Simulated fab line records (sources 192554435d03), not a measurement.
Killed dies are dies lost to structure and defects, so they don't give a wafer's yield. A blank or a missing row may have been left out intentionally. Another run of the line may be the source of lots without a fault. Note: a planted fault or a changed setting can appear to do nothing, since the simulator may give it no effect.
A single fault, viewed from 2 desks    flow n5Finfet    each desk has only its own numbers; what lay behind them comes last

THE TOOL OWNER'S DESK: lithoTrack-01
The tool's own readings at N5_FIN_SAQP_COAT_50 (time 60 s, resist thk 35 nm): means of the sampled wafers that have a number, for each lot that ran on this tool. Marked OUT: a lot whose mean sits more than 4 standard deviations from the usual mean, which makes it out of limits; the brackets give that distance.
Columns: A = spinSpeedRpm at N5_FIN_SAQP_COAT_50, usual 1500.0 rpm
lot   first seen here  A
L684  day 2 15:43      1500.8
L687  day 3 09:19      1454.2 (-53) OUT
L688  day 3 15:17      1454.1 (-53) OUT
L690  day 4 03:55      1453.9 (-53) OUT
L702  day 7 03:37      1499.9
L703  day 7 10:34      1499.6
This desk finds L687, L688, L690 out of limits, L687 being first, at day 3 09:19 (spinSpeedRpm at N5_FIN_SAQP_COAT_50). Within limits: L684, L702, L703.

FROM THE METROLOGY DESK
What the gauges read for every lot (on any tool): the sampled wafers with a number, averaged. Marked OUT: a lot whose mean sits more than 4 standard deviations from the usual mean, which makes it out of limits; the brackets give that distance. Shown here are 7 of its 10 readings, the ones lying furthest out on some lot.
Columns: A = DIBL_N at N5_BEOL_M4_RC_MEAS_101, usual 36.9 mV/V; B = DIBL_P at N5_BEOL_M4_RC_MEAS_101, usual 37.1 mV/V; C = ION_N at N5_BEOL_M4_RC_MEAS_101, usual 673 uA/um; D = ION_P at N5_BEOL_M4_RC_MEAS_101, usual 462 uA/um; E = SS_N at N5_BEOL_M4_RC_MEAS_101, usual 71.8 mV/dec; F = SS_P at N5_BEOL_M4_RC_MEAS_101, usual 73.6 mV/dec; G = VT_N at N5_BEOL_M4_RC_MEAS_101, usual 250 mV
lot   first seen here  A     B     C    D    E     F     G
L684  day 8 12:47      35.0  34.5  670  457  70.9  72.7  251
L681  day 8 17:35      38.3  37.9  675  449  72.0  73.8  249
L687  day 9 06:20      37.7  37.7  670  461  71.8  73.3  250
L688  day 9 13:22      36.5  35.4  666  462  70.9  72.9  253
L690  day 10 08:43     39.0  37.3  677  460  71.7  74.3  248
L699  day 12 15:34     36.6  36.7  674  456  71.6  73.5  250
L701  day 12 20:01     36.3  37.0  680  466  71.3  73.8  250
L702  day 13 11:34     34.5  34.0  658  459  71.7  72.8  250
L703  day 13 14:06     36.0  35.0  682  464  71.5  73.1  249
L704  day 13 14:38     36.9  38.8  699  479  72.4  74.4  244
This desk's verdict: no lot among the 10 shows anything out of limits.

TAKEN TOGETHER
The tool owner's desk could have raised an alarm at day 3 09:19, on L687, L688, L690.
From the metrology desk's view, nothing was out of limits.
The metrology desk has L687, L688, L690 on record, within its limits.
All the named lots went through N5_FIN_SAQP_COAT_50 on lithoTrack-01.

WHAT HAD BEEN PUT IN BY THE SIMULATOR
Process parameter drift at N5_FIN_SAQP_COAT_50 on lithoTrack-01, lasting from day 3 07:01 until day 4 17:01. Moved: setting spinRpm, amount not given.
Shown lots that were struck: L687, L688, L690.
Hours from the fault's start to each desk's first reading out of limits: the tool owner's desk, 2.
